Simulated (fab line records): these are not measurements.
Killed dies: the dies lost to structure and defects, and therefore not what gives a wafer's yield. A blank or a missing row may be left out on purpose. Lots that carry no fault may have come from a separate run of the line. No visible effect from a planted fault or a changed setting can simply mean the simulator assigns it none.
Struck lot and sound lot, side by side	flow n5_finfet	39 steps out of a route of 1938
Sound: the wafers L496.1, L496.2, L496.4. Struck: wafers L503.5, L503.6 (left out: L503.3, a lot-mate that was not struck); the cause follows at the end.
At each step with rows: each side's tool, then ch and its chambers, then its first start. Under that, the readings that differ: sound wafers	struck wafers	difference of the means	sigmas: that difference in standard deviations of wafers without a fault.
alike: readings with means less than 2 such deviations apart, plus words and numbers identical on both sides. not compared: withheld readings, readings lacking a value on some wafer, bounds such as >300 that could conceal the same value, and numbers that have no deviation in the record and whose values overlap.
A row with sigmas, a row that says differs or no value, or rows on one side alone: a step with any of these is where the two part. When numbers do not overlap yet have no deviation, they are printed without sigmas and do not part them. A reading missing from all wafers of one side parts the sides only when that side holds two or more wafers.

first, 9 steps without rows for these wafers: N5_HKMG_FIN_DESCUM_17 (chemistry O2, time 7.9 s); N5_HKMG_FIN_ETCH_31 (etches SiARC in CF4, target depth 45.5 nm, time 75.8 s); N5_HKMG_FIN_ETCH_32 (etches SOC in N2/H2, target depth 240 nm, time 300 s); N5_HKMG_FIN_STRIP_33 (strips in N2/H2); N5_HKMG_FIN_STRIP_34 (strips in CF4); N5_HKMG_FIN_ETCH_35 (etches SOC in N2/H2, target depth 215.8 nm, time 243.4 s); N5_HKMG_FIN_STRIP_92 (strips SOC in N2/H2, time 20 s); N5_HKMG_FIN_WET_ETCH_18 (etches TiN in SC1, time 55 s, target depth 5.2 nm, rinse time 30 s); N5_HKMG_FIN_STRIP_19 (strips in N2/H2, time 360 s).
N5_HKMG_FIN_ALD_91: deposits TiN, target thk 1 nm, pulse time 1 s, purge time 3 s.
  sound on ald_metal-03 ch 0,2,3, day 5 10:11; struck on ald_metal-03 ch 0,1, day 7 05:49
reading	sound	struck	difference	sigmas
ald_cycles	47 47 47	43 43	-4	
  alike: heater_power_w, precursor_pulse_height_rel
then, 27 steps without rows for these wafers: N5_HKMG_FIN_COAT_85 (time 60 s, resist thk 300 nm); N5_HKMG_FIN_ETCH_86 (etches SOC in N2/H2, stops on TiN, target depth 393.2 nm); N5_HKMG_FIN_STRIP_89 (strips SOC in N2/H2, time 20 s); N5_HKMG_FIN_WET_ETCH_87 (etches TiN in SC1, time 154.2 s, target depth 4.7 nm, rinse time 30 s); N5_HKMG_FIN_STRIP_88 (strips in N2/H2, time 360 s); N5_HKMG_FIN_NWFM_ALD_20 (deposits TiAlC, target thk 2 nm, pulse time 3 s, purge time 2 s); N5_HKMG_FIN_ALD_71 (deposits TiN, target thk 1 nm, pulse time 1 s, purge time 3 s); N5_HKMG_FIN_COAT_66 (time 60 s, resist thk 300 nm); N5_HKMG_FIN_ETCH_67 (etches SOC in N2/H2, stops on TiN, target depth 388.9 nm); N5_HKMG_FIN_STRIP_90 (strips SOC in N2/H2, time 20 s); N5_HKMG_FIN_WET_ETCH_73 (etches the open film in SC1, time 42.3 s, target depth 1.3 nm, rinse time 30 s); N5_HKMG_FIN_ETCHBACK_68 (etches the open film in Cl2/Ar, stops on HfO2, target depth 0.5 nm); N5_HKMG_FIN_STRIP_69 (strips in N2/H2, time 360 s); N5_HKMG_FIN_ALD_21 (deposits TiN, target thk 1.5 nm, pulse time 1 s, purge time 3 s); N5_HKMG_FIN_ALD_72 (deposits W, target thk 2 nm, pulse time 1 s, purge time 2 s); N5_HKMG_FIN_W_FILL_22 (material W, target thk 60 nm, time 18.2 s); N5_HKMG_FIN_PRECLEAN_83 (cleans in DIW, time 57.5 s); N5_HKMG_FIN_SRD_84 (dry time 32 s); N5_HKMG_FIN_CMP_23 (polishes, stops on SiNx, t overpolish 10 s, target thk 46.326 nm); N5_HKMG_FIN_CMP_94 (polishes, stops on SiNx, t overpolish 4.7 s, target thk 43.299 nm); N5_GATE_CUT_ETCHBACK_00 (etches W in SF6/Cl2); N5_GATE_CUT_ETCH_56 (etches TiN in Cl2/Ar, target depth 21.6 nm); N5_GATE_CUT_ETCHBACK_30 (etches TiN in Cl2/Ar, target depth 3 nm); N5_GATE_CUT_VAPOR_ETCH_60 (etches HfO2 in BCl3/Cl2); N5_GATE_CUT_ETCH_58 (etches SiNx in CH3F/O2, target depth 17 nm, time 128.6 s); N5_GATE_CUT_STRIP_59 (strips in N2/H2, time 20 s); N5_GATE_CUT_PRECLEAN_31 (cleans in DIW, time 300 s).
-- record jumps: 3 days separate the struck wafers' starts on either side; left off in module GATE_CUT, taken up again in module BEOL_M4, whose first shown step is the route's number 1111 --
N5_BEOL_M4_RC_MEAS_101:
  sound on prober-01 ch 0, day 8 20:08; struck on prober-02 ch 0, day 10 13:35
reading	sound	struck	difference	sigmas
IOFF_N (nA/um)	0.14 0.14 0.14	0.26 0.22	+0.10	+3
IOFF_N_LIN (nA/um)	0.067 0.066 0.067	0.117 0.101	+0.042	+4
IOFF_N_LONG (nA/um)	6.04e-05 5.92e-05 5.78e-05	7.13e-05 6.91e-05	+1.11e-05	+4
ION_N (uA/um)	676 662 667	710 690	+32	+3
VT_N (mV)	250 252 253	238 238	-14	-4
VT_N_LONG (mV)	273.2 273.9 275.1	265.7 263.5	-9.5	-5
VT_N_LVT (mV)	101 101 101	85 87	-15	-4
  alike: DIBL_N, DIBL_P, IOFF_P, ION_P, SS_N, SS_P, VT_P
-- the record jumps here: 4 days lie between the struck wafers' starts before and after (it left off in module BEOL_M4 and takes up again in module PASSIVATION, whose first step shown is number 1936 of the route) --
N5_PASSIVATION_PROBE_49:
  sound: prober-01 at day 12 21:37; struck: prober-01 at day 14 15:39
reading	sound	struck	difference	sigmas
killed_at_contacts	36 24 35	2 19	-21	-3
killed_at_front_end	38 48 31	73 89	+42	+4
killed_on_rim	23 15 16	34 35	+16	+4
  alike: defect_limited_yield, killed_at_M0_to_M3, killed_at_M4_up, killed_at_other, killed_dies, killed_open, killed_short, sort_bin_4_leakage, sort_bin_5_function, sort_bin_6_memory, sort_n_pass, sort_yield_pct

== WHERE THEY PART ==
At N5_BEOL_M4_RC_MEAS_101 first; at N5_PASSIVATION_PROBE_49 last (within this record only).

WHY: what had been put in by the simulator
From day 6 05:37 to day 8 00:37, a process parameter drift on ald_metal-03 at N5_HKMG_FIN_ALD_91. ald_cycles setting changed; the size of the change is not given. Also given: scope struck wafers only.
